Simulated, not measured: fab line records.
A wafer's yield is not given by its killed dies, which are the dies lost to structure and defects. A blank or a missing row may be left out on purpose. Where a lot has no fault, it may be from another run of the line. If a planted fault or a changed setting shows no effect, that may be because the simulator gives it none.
Which of the tools did it? / flow nand_harc / Sampling: 6 lots, 18 wafers, 4 of 1302 route steps

== WHAT THE GAUGES READ, wafer by wafer ==
NHARC_A_ONON_D2_THK_MEAS_24: measures by ellipsometry.
lot=L898; measured=day 13 17:30; on=film_metro-02; thk_nm (nm)=1004 1006 1004
lot=L902; measured=day 14 15:26; on=film_metro-01; thk_nm (nm)=1017 1014 1015
lot=L904; measured=day 15 22:52; on=film_metro-02; thk_nm (nm)=997 998 996
lot=L906; measured=day 17 05:38; on=film_metro-01; thk_nm (nm)=1015 1014 1016
lot=L919; measured=day 22 05:55; on=film_metro-02; thk_nm (nm)=1003 1003 1005

== TOOL THAT RAN EACH LOT (tool first, then ch and the chambers of the sampled wafers, then the start) ==
lot=L898; NHARC_A_CHANNEL_HOLE_D1_ETCH_33=har_etch-02 ch 0,1, day 9 06:37; NHARC_A_CHANNEL_FILL_D1_ALD_16=ald_hk-02 ch 0,1,3, day 9 20:44; NHARC_A_DECK1_JOINT_CMP_02=cmp-01 ch 1,2,3, day 13 03:41
lot=L902; NHARC_A_CHANNEL_HOLE_D1_ETCH_33=har_etch-02 ch 0,1, day 10 13:40; NHARC_A_CHANNEL_FILL_D1_ALD_16=ald_hk-02 ch 0,1,2, day 11 03:20; NHARC_A_DECK1_JOINT_CMP_02=cmp-01 ch 1,3, day 14 01:42
lot=L904; NHARC_A_CHANNEL_HOLE_D1_ETCH_33=har_etch-02 ch 1, day 11 17:08; NHARC_A_CHANNEL_FILL_D1_ALD_16=ald_hk-01 ch 1,2,3, day 12 12:08; NHARC_A_DECK1_JOINT_CMP_02=cmp-03 ch 0,3, day 15 10:50
lot=L906; NHARC_A_CHANNEL_HOLE_D1_ETCH_33=har_etch-02 ch 0,1, day 12 22:41; NHARC_A_CHANNEL_FILL_D1_ALD_16=ald_hk-04 ch 1,3, day 13 16:37; NHARC_A_DECK1_JOINT_CMP_02=cmp-01 ch 0,2,3, day 16 16:55
lot=L911; NHARC_A_CHANNEL_HOLE_D1_ETCH_33=har_etch-02 ch 0,1, day 14 21:20; NHARC_A_CHANNEL_FILL_D1_ALD_16=ald_hk-01 ch 0,1,3, day 15 12:19; NHARC_A_DECK1_JOINT_CMP_02=cmp-03 ch 0,1, day 18 11:25
lot=L919; NHARC_A_CHANNEL_HOLE_D1_ETCH_33=har_etch-01 ch 0,1, day 17 21:36; NHARC_A_CHANNEL_FILL_D1_ALD_16=ald_hk-01 ch 0,1,2, day 18 11:50; NHARC_A_DECK1_JOINT_CMP_02=cmp-03 ch 0,1, day 21 17:47
- NHARC_A_CHANNEL_HOLE_D1_ETCH_33: etches the open film in C4F8/O2/Ar, time 90 s, target depth 400 nm.
- NHARC_A_CHANNEL_FILL_D1_ALD_16: deposits SiO2, target thk 1.5 nm, pulse time 10 s, ald cycles 15.
- NHARC_A_DECK1_JOINT_CMP_02: polishes SiOx.

== THE ANSWER, worked out from the rows above alone ==
Rule: the lots themselves supply what counts as usual. The widest of any qualifying gaps counts: lots, ordered by their means at a reading, are off when they make up no more than a third of the lots, leave a main group of 4 or more, and stand apart from it by 3 or more times the standard deviation of that group's means. Not used: any main group whose means are identical at the precision the tables above print for the reading. A lot without any number at a reading at which 4 lots or more have one is off too. Any other lot the step has rows for is counted as sound.
Across all readings shown, no lot is off: no conclusion can be drawn from this.

== WHAT WAS PUT IN BY THE SIMULATOR ==
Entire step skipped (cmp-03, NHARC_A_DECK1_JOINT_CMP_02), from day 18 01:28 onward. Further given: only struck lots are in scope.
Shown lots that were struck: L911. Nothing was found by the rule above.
